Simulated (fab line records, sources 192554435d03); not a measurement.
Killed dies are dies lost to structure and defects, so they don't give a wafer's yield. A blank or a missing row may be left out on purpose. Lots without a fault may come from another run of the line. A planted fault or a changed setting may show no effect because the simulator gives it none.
Which tool did it? | flow n5_finfet | 12 lots, 36 wafers sampled, at 1 step of a route of 1938

WHAT THE GAUGES READ, wafer by wafer
N5_BEOL_M7_INSPECT_13: inspects for defects (brightfield).
lot  | measured     | on                | raw_defect_count
L074 | day 9 09:13  | defect_inspect-02 | 326 345 332
L077 | day 9 11:46  | defect_inspect-02 | 359 295 441
L079 | day 10 00:56 | defect_inspect-01 | 387 420 426
L081 | day 10 13:55 | defect_inspect-01 | 429 401 305
L083 | day 10 20:05 | defect_inspect-01 | 413 347 357
L085 | day 11 15:46 | defect_inspect-02 | 444 524 519
L087 | day 12 21:35 | defect_inspect-01 | 379 550 280
L088 | day 13 01:40 | defect_inspect-01 | 341 270 224
L091 | day 13 10:00 | defect_inspect-01 | 314 289 220
L094 | day 14 00:19 | defect_inspect-01 | 311 510 503
L095 | day 14 08:13 | defect_inspect-02 | 539 487 392
L097 | day 14 19:56 | defect_inspect-02 | 588 451 544

WHICH TOOL RAN EACH LOT (tool, then ch and the chambers of the sampled wafers, then the start)
The record holds no process step before these readings.

THE ANSWER, worked out from the rows above alone
Rule: what is usual is taken from the lots themselves. Put in order of their means at a reading, lots are off if they are a third of the lots or fewer, leave a main group of 4 or more, and stand apart from it by a gap of 3 or more times the standard deviation of the main group's means; of several such gaps the widest counts. A main group whose means are all the same, to the digits that the tables above print for the reading, isn't used. A lot without any number at a reading at which 4 lots or more have one is off too. The other lots that the step has rows for count as sound.
No lot is off at any reading shown: from this, nothing can be told.

WHAT THE SIMULATOR HAD PUT IN
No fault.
